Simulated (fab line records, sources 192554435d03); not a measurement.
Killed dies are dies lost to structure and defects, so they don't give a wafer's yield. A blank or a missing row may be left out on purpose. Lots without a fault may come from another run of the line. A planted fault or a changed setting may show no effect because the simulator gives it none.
Chamber matching | flow n5_finfet | N5_BEOL_M1_PRE_CLEAN_60 on cvd_co-02: 3 sister chambers
The step time 15 s. 24 wafers are shown with their chamber, then 12 later ones without.

WAFERS WITH THEIR CHAMBER
wafer  | chamber | heater_power_outer_w (W) | heater_power_w (W) | rf_fwd_power_W (W)
L074.2 | 0       | 19                       | 85                 | 298.7
L074.3 | 1       | 41                       | 113                | 299.4
L074.6 | 0       | 19                       | 83                 | 297.4
L076.2 | 1       | 39                       | 115                | 296.0
L076.5 | 0       | 19                       | 86                 | 298.1
L076.6 | 1       | 39                       | 117                | 299.7
L075.1 | 0       | 19                       | 87                 | 296.0
L075.2 | 2       | 33                       | 93                 | 296.7
L075.5 | 1       | 40                       | 117                | 298.4
L077.1 | 0       | 20                       | 86                 | 297.6
L077.5 | 0       | 19                       | 86                 | 298.0
L077.6 | 2       | 33                       | 95                 | 295.9
L080.3 | 0       | 20                       | 86                 | 296.9
L080.4 | 2       | 33                       | 90                 | 296.4
L080.5 | 0       | 19                       | 86                 | 297.4
L082.1 | 2       | 34                       | 94                 | 296.3
L082.2 | 1       | 41                       | 113                | 297.2
L082.5 | 0       | 19                       | 85                 | 299.0
L087.1 | 1       | 42                       | 119                | 297.8
L087.2 | 0       | 20                       | 87                 | 296.9
L087.3 | 2       | 33                       | 93                 | 297.7
L090.3 | 0       | 20                       | 86                 | 295.4
L090.4 | 1       | 40                       | 117                | 298.6
L090.6 | 2       | 33                       | 94                 | 296.2

SIGNATURES (means of the wafers above)
reading              | chamber 0 | chamber 1 | chamber 2 | scatter within a chamber
heater_power_outer_w | 19.36     | 40.29     | 33.17     | 0.717
heater_power_w       | 85.73     | 115.86    | 93.17     | 1.66
rf_fwd_power_W       | 297.400   | 298.157   | 296.533   | 1.06
Rule: a wafer's distance from a chamber is the root of the sum, over the readings, of the square of ((its reading less the chamber's mean) divided by the reading's scatter). The wafer belongs to the nearest chamber; if the next one is less than 2 further off, it can't be placed. The scatter: the root of (the sum of the squares of (reading less its chamber's mean) over the shown wafers, divided by (wafers less chambers)).

WAFERS WITHOUT THEIR CHAMBER
wafer  | heater_power_outer_w (W) | heater_power_w (W) | rf_fwd_power_W (W)
L093.1 | 20                       | 85                 | 297.1
L093.5 | 19                       | 86                 | 296.7
L093.6 | 40                       | 113                | 297.7
L095.2 | 40                       | 114                | 298.3
L095.3 | 34                       | 95                 | 296.6
L095.4 | 40                       | 111                | 297.0
L092.4 | 34                       | 95                 | 297.9
L092.5 | 20                       | 86                 | 299.3
L092.6 | 41                       | 112                | 299.0
L097.1 | 40                       | 114                | 298.1
L097.2 | 20                       | 87                 | 296.3
L097.3 | 33                       | 95                 | 295.3

WHICH CHAMBER EACH WENT THROUGH
wafer  | from the rows above | in truth
L093.1 | 0                   | 0
L093.5 | 0                   | 0
L093.6 | 1                   | 1
L095.2 | 1                   | 1
L095.3 | 2                   | 2
L095.4 | 1                   | 1
L092.4 | 2                   | 2
L092.5 | 0                   | 0
L092.6 | 1                   | 1
L097.1 | 1                   | 1
L097.2 | 0                   | 0
L097.3 | 2                   | 2
Placed correctly: 12 of 12. Can't be placed from these rows: 0. Placed wrongly: 0.
